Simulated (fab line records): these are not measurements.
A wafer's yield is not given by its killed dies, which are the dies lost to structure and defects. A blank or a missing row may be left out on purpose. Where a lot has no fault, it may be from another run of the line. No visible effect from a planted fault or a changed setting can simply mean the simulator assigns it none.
A lot that was struck, set against a sound lot || flow n5 finfet || 37 steps out of a route of 1938
Sound: these wafers, L578.1, L578.2, L578.3. Struck: wafers L583.1, L583.2, L583.6. Last of all comes the cause.
For every step that has rows: the tool of each side, followed by ch and its chambers, followed by its first start. Under that, the readings that differ: sound wafers || struck wafers || difference of the means || sigmas: that difference in standard deviations of wafers without a fault.
alike: readings with means less than 2 such deviations apart, plus words and numbers identical on both sides. not compared: withheld readings, readings lacking a value on some wafer, bounds such as >300 that could conceal the same value, and numbers that have no deviation in the record and whose values overlap.
A row with sigmas, a row that says differs or no value, or rows on one side alone: a step with any of these is where the two part. Numbers that have no deviation but don't overlap get no sigmas and don't part them. Lack of a reading on every wafer of one side parts them only where that side has two or more wafers.

first, 9 steps without rows for these wafers: N5_WELL_APT_COAT_19 (resist thk 950 nm); N5_WELL_APT_EBR_21; N5_WELL_APT_SOFTBAKE_20 (time 60 s); N5_WELL_APT_EXPOSE_22 (exposes mask PWELL, defocus 0 nm, target cd 200 nm); N5_WELL_APT_PEB_23 (peb time 90 s); N5_WELL_APT_DEVELOP_24 (develop time 45 s); N5_WELL_APT_HARDBAKE_29 (time 120 s); N5_WELL_APT_DESCUM_30 (chemistry O2, time 7.9 s); N5_WELL_APT_IMPLANT_31.
N5_WELL_APT_IMPLANT_32:
  sound on implanter-01 ch 0, day 3 14:07; struck on implanter-01 ch 0, day 4 15:20
{"reading": "dose ions cm2", "sound": "1.9978e+13 1.9982e+13 2.0001e+13", "struck": "7.336e+12 7.336e+12 7.336e+12", "difference": -1.265e+13, "sigmas": "-99 or more"}
{"reading": "faraday current uA", "sound": "253 261 253", "struck": "91 92 89", "difference": -165, "sigmas": -31}
then, 25 steps without rows for these wafers: N5_WELL_APT_STRIP_33 (strips in SPM, time 900 s); N5_WELL_APT_RTA_34 (time 10 s); N5_WELL_APT_OXIDE_STRIP_42 (strips SiO2 in dHF, time 45 s, target depth 12 nm); N5_WELL_APT_PRECLEAN_36 (cleans in O3/DIW, time 45 s); N5_WELL_APT_PRECLEAN_39 (cleans in dHF, time 60 s); N5_WELL_APT_SRD_37 (time 30 s); N5_WELL_APT_EPI_41 (deposits Si from SiH4/H2, target thk 50 nm, time 297.7 s); N5_PMOS_HMC_CHANNEL_EPI_HM_DEP_34 (deposits SiO2 from TEOS/O2, target thk 36 nm, time 6.9 s); N5_PMOS_HMC_CHANNEL_EPI_COAT_31 (time 60 s, resist thk 66 nm); N5_PMOS_HMC_CHANNEL_EPI_COAT_03 (resist thk 205 nm); N5_PMOS_HMC_CHANNEL_EPI_EBR_05; N5_PMOS_HMC_CHANNEL_EPI_SOFTBAKE_04 (time 60 s); N5_PMOS_HMC_CHANNEL_EPI_EXPOSE_06 (exposes mask PMOS HMC BLK, target cd 240 nm); N5_PMOS_HMC_CHANNEL_EPI_PEB_07 (peb time 60 s); N5_PMOS_HMC_CHANNEL_EPI_DEVELOP_08 (develop time 30 s); N5_PMOS_HMC_CHANNEL_EPI_DESCUM_14 (chemistry O2, time 7.9 s); N5_PMOS_HMC_CHANNEL_EPI_ETCH_32 (etches BARC in N2/H2, stops on SiO2, target depth 85.8 nm, time 50.3 s); N5_PMOS_HMC_CHANNEL_EPI_HM_OPEN_15 (chemistry CHF3/O2, target SiO2, target depth 40.6 nm, time 20.3 s); N5_PMOS_HMC_CHANNEL_EPI_STRIP_33 (strips in N2/H2); N5_PMOS_HMC_CHANNEL_EPI_STRIP_17 (strips in SPM, time 750 s); N5_PMOS_HMC_CHANNEL_EPI_ETCH_38 (etches SiO2 in CF4, target depth 1.5 nm); N5_PMOS_HMC_CHANNEL_EPI_FIN_RECESS_16 (chemistry HBr/Cl2, target Si, target depth 54 nm, time 18 s); N5_PMOS_HMC_CHANNEL_EPI_PRECLEAN_36 (cleans in O3/DIW, time 45 s); N5_PMOS_HMC_CHANNEL_EPI_PRECLEAN_18 (cleans in DHF, time 30 s); N5_PMOS_HMC_CHANNEL_EPI_SRD_19 (time 30 s).
-- the record jumps here: 9 days lie between the struck wafers' starts before and after (it left off in module PMOS_HMC_CHANNEL_EPI and takes up again in module BEOL_M4, whose first step shown is number 1111 of the route) --
N5_BEOL_M4_RC_MEAS_101:
  sound on prober-01 ch 0, day 12 11:40; struck on prober-01 ch 0, day 14 01:14
{"reading": "CJ_N", "sound": "4.43 4.44 4.37", "struck": "2.58 2.58 2.57", "difference": -1.84, "sigmas": -26}
{"reading": "DIBL_N (mV/V)", "sound": "36.8 34.7 35.8", "struck": "39.1 40.1 38.2", "difference": "+3.4", "sigmas": "+3"}
{"reading": "IOFF_N (nA/um)", "sound": "0.141 0.124 0.146", "struck": "0.196 0.224 0.179", "difference": "+0.063", "sigmas": "+3"}
{"reading": "RS_PWELL (ohm/sq)", "sound": "2996 2995 2966", "struck": "3124 3132 3145", "difference": "+148", "sigmas": "+7"}
{"reading": "SS_N (mV/dec)", "sound": "71.0 70.9 71.0", "struck": "73.7 73.7 73.3", "difference": "+2.6", "sigmas": "+4"}
{"reading": "VT_P (mV)", "sound": "-245 -248 -244", "struck": "-254 -251 -253", "difference": -7, "sigmas": -2}
  alike: DIBL_P, IOFF_P, ION_N, ION_P, SS_P, VT_N
-- a jump in the record: the struck wafers' starts before and after are 5 days apart (it breaks off in module BEOL_M4 and resumes in module PASSIVATION, where the first step shown is number 1936 of the route) --
N5_PASSIVATION_PROBE_49:
  rows exist in the record for the struck wafers here (prober-01, day 18 23:57), but not for the sound ones

WHERE THEY PART
First at N5_WELL_APT_IMPLANT_32; last, within this record, at N5_PASSIVATION_PROBE_49.

WHY: what had been put in by the simulator
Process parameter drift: implanter-01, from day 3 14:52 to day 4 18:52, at N5_WELL_APT_IMPLANT_32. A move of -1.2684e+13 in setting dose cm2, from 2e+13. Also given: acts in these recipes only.
